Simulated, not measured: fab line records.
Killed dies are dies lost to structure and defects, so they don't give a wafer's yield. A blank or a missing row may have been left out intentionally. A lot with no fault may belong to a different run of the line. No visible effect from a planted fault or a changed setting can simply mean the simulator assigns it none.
Lot-split experiment + flow n5 finfet + on a route of 1938 steps: 7 lots, 21 wafers read

## ABOUT THE SPLIT
At N5_SD_EPI_N_EPI_21 (deposits Si:P, time 690 s), the setting epi growth time s was moved away from the recipe's 690 s on 9 of the 21 wafers read, by -8.7% to +7.8%. The other wafers ran this setting at the recipe's value.

## FROM THE SPLIT TO THE READING: what the file shows between them, 7 steps
- N5_SD_EPI_N_PRECLEAN_24: cleans in O3/DIW, time 60 s
- N5_SD_EPI_P_EPI_21: deposits SiGe:B, time 355 s
- N5_SD_EPI_P_HM_STRIP_48: strips SiNx in H3PO4, material SiNx, target depth 3 nm
- N5_SD_EPI_P_SRD_49: time 30 s
- N5_SD_EPI_P_PRECLEAN_24: cleans in O3/DIW, time 45 s
- N5_SD_ACTIVATION_RTA_00: time 0 s
- N5_SD_ACTIVATION_LSA_01: time 0.0008 s

## THE READING
RS_SD_N, in ohm/sq, at N5_SD_ACTIVATION_RS_MEAS_03 (measures by four-point-probe). On this fab line, fault-free wafers typically give 21.82 ohm/sq with a standard deviation of 0.27 ohm/sq.

| wafer  | tool, chamber at the split | epi growth time s as run, s | against the recipe | RS_SD_N, ohm/sq | against lot-mates on the recipe |
|--------|----------------------------|-----------------------------|--------------------|-----------------|---------------------------------|
| L078.1 | epi rpcvd-01, 0            | 690                         | recipe             | 21.99           | -                               |
| L078.3 | epi rpcvd-01, 0            | 690                         | recipe             | 22.42           | -                               |
| L078.5 | epi rpcvd-01, 0            | 739.4                       | +7.2%              | 20.80           | -1.40                           |
| L079.3 | epi rpcvd-02, 0            | 690                         | recipe             | 21.67           | -                               |
| L079.4 | epi rpcvd-02, 0            | 690                         | recipe             | 21.73           | -                               |
| L079.6 | epi rpcvd-02, 0            | 690                         | recipe             | 22.12           | -                               |
| L081.3 | epi rpcvd-01, 0            | 690                         | recipe             | 21.89           | -                               |
| L081.4 | epi rpcvd-01, 0            | 690                         | recipe             | 22.27           | -                               |
| L081.6 | epi rpcvd-01, 0            | 630.3                       | -8.7%              | 23.16           | +1.08                           |
| L085.1 | epi rpcvd-02, 0            | 657.5                       | -4.7%              | 22.35           | no lot-mate on the recipe       |
| L085.2 | epi rpcvd-02, 0            | 657.5                       | -4.7%              | 22.38           | no lot-mate on the recipe       |
| L085.3 | epi rpcvd-02, 0            | 657.5                       | -4.7%              | 22.15           | no lot-mate on the recipe       |
| L089.1 | epi rpcvd-04, 0            | 690                         | recipe             | 21.87           | -                               |
| L089.3 | epi rpcvd-04, 0            | 690                         | recipe             | 21.66           | -                               |
| L089.4 | epi rpcvd-04, 0            | 690                         | recipe             | 21.94           | -                               |
| L092.2 | epi rpcvd-04, 0            | 657.9                       | -4.7%              | 22.67           | +0.78                           |
| L092.3 | epi rpcvd-04, 0            | 690                         | recipe             | 21.89           | -                               |
| L092.5 | epi rpcvd-04, 0            | 657.9                       | -4.7%              | 22.52           | +0.63                           |
| L093.1 | epi rpcvd-04, 0            | 690                         | recipe             | 21.24           | -                               |
| L093.4 | epi rpcvd-04, 0            | 744                         | +7.8%              | 20.50           | -0.74                           |
| L093.6 | epi rpcvd-04, 0            | 744                         | +7.8%              | 20.50           | -0.74                           |

FIT RESULTS
A straight line over all 21 wafers: RS_SD_N changes by -0.149 ohm/sq for each +1% of epi growth time s; r = -0.92; the points scatter about the line by 0.27 ohm/sq.
The same after taking each lot's own level away (the mean of its wafers on the recipe; 18 wafers): -0.129 ohm/sq for each +1%; r = -0.93; scatter 0.21 ohm/sq.
That fit puts the effect of the largest move of epi growth time s on the reading at 1.1 ohm/sq.
Measured against the standard deviation above, the lots' own levels, which go from 21.240 to 22.205 ohm/sq, span 3.6 times it.
Hence the slope depends on the lot-to-lot level, as the two fits are not the same.
Check: +1.15 ohm/sq against its lot-mates is what the line predicts for one of the wafers moved furthest among these (-8.7%) when that wafer is left out of the fit. Against them it came out at +1.08 ohm/sq.

## THESE WAFERS: OTHER SPLITS
Note: prior to the reading, these wafers also went through further splits. Each is held against what the fit with the lots' levels taken away leaves over:
| other split on the same wafers | wafers away from the commonest value | r with RS_SD_N (lot level and that fit taken away) |
|--------------------------------|--------------------------------------|----------------------------------------------------|
| N5_ZERO_LAYER_PECVD_02 time s  | 5                                    | +0.42                                              |
| N5_ZERO_LAYER_COAT_05 spin rpm | 4                                    | +0.51                                              |
| N5_FIN_SAQP_PEB_14 peb time s  | 5                                    | -0.51                                              |
| N5_FIN_SAQP_ETCH_34 source w   | 6                                    | +0.06                                              |
| N5_FIN_CUT_COAT_18 spin rpm    | 8                                    | -0.09                                              |
| N5_DUMMY_GATE_COAT_28 spin rpm | 10                                   | +0.28                                              |

## THE WHOLE CHAIN: every reading that the file lists as answering this split, in the file's order
| step                        | what it does                                           | reading                                                                         | change (the file's fit)               | r (the file's) |
|-----------------------------|--------------------------------------------------------|---------------------------------------------------------------------------------|---------------------------------------|----------------|
| N5_SD_EPI_N_EPI_21          | deposits Si:P, time 690 s                              | Si-P_of_SD_EPI_N_EPI_21.thk nm (the simulator's own value, which no gauge read) | +0.402 nm for each +1% of the setting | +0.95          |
| N5_SD_EPI_P_HM_STRIP_48     | strips SiNx in H3PO4, material SiNx, target depth 3 nm | Si-P_of_SD_EPI_N_EPI_21.thk nm (the simulator's own value, which no gauge read) | +0.406 nm for each +1% of the setting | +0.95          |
| N5_SD_ACTIVATION_RS_MEAS_03 | measures by four-point-probe                           | RS_SD_N                                                                         | -0.136 for each +1% of the setting    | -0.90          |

## THE FILE'S OWN FIT
RS_SD_N changes by -0.136 ohm/sq for each +1% of epi growth time s, r = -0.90.
